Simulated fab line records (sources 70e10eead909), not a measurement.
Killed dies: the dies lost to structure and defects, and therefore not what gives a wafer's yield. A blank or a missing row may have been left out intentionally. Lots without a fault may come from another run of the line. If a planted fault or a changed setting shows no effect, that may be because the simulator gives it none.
Matching of chambers | flow nand harc | 4 sister chambers for NHARC_A_SLIT_ETCH_29 on rie diel-07
The step etches the open film in CF4/O2, target depth 100 nm, overetch 10 nm, time 55 s. 8 wafers are shown with their chamber, then 8 later ones without.

WAFERS PAIRED WITH THEIR CHAMBERS
wafer  | chamber | drypump motor current A (A) | oes product au (a.u.)
L075.5 | 0       | 5.8                         | 1.008
L080.6 | 1       | 6.2                         | 1.005
L082.3 | 1       | 6.2                         | 1.012
L086.2 | 2       | 5.8                         | 0.996
L086.6 | 2       | 5.9                         | 0.997
L083.3 | 0       | 5.8                         | 1.006
L083.5 | 3       | 5.2                         | 1.014
L091.2 | 3       | 5.2                         | 1.010

WAFERS WITH NO CHAMBER GIVEN
wafer  | drypump motor current A (A) | oes product au (a.u.)
L091.3 | 6.2                         | 1.014
L091.6 | 5.8                         | 0.999
L093.3 | 5.2                         | 0.995
L093.4 | 6.2                         | 1.008
L093.6 | 5.8                         | 0.988
L090.1 | 5.2                         | 0.995
L090.5 | 6.2                         | 1.011
L090.6 | 5.8                         | 0.991

WHICH CHAMBER EACH ONE RAN IN
wafer  | from the rows above     | in truth
L091.3 | 1                       | 1
L091.6 | can't be placed: 2 or 0 | 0
L093.3 | 3                       | 3
L093.4 | 1                       | 1
L093.6 | 2                       | 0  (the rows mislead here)
L090.1 | 3                       | 3
L090.5 | 1                       | 1
L090.6 | 2                       | 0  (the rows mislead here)
Correctly placed: 5 of 8. Unplaceable from these rows: 1, with the true chamber sitting among the candidates in 1. Number placed wrongly: 2.
How it was worked out, from the rows above alone: a wafer's distance from a chamber is the root of the sum, over the readings, of the square of ((its reading less the chamber's mean) divided by the reading's scatter). If the next closest chamber is less than 2 further off than the closest, the wafer can't be placed; otherwise it belongs to the closest. The mean given for a chamber averages the wafers shown for that chamber. The scatter is the square root of a quotient: the sum, over the shown wafers, of each reading's squared deviation from its chamber's mean, divided by wafers minus chambers.
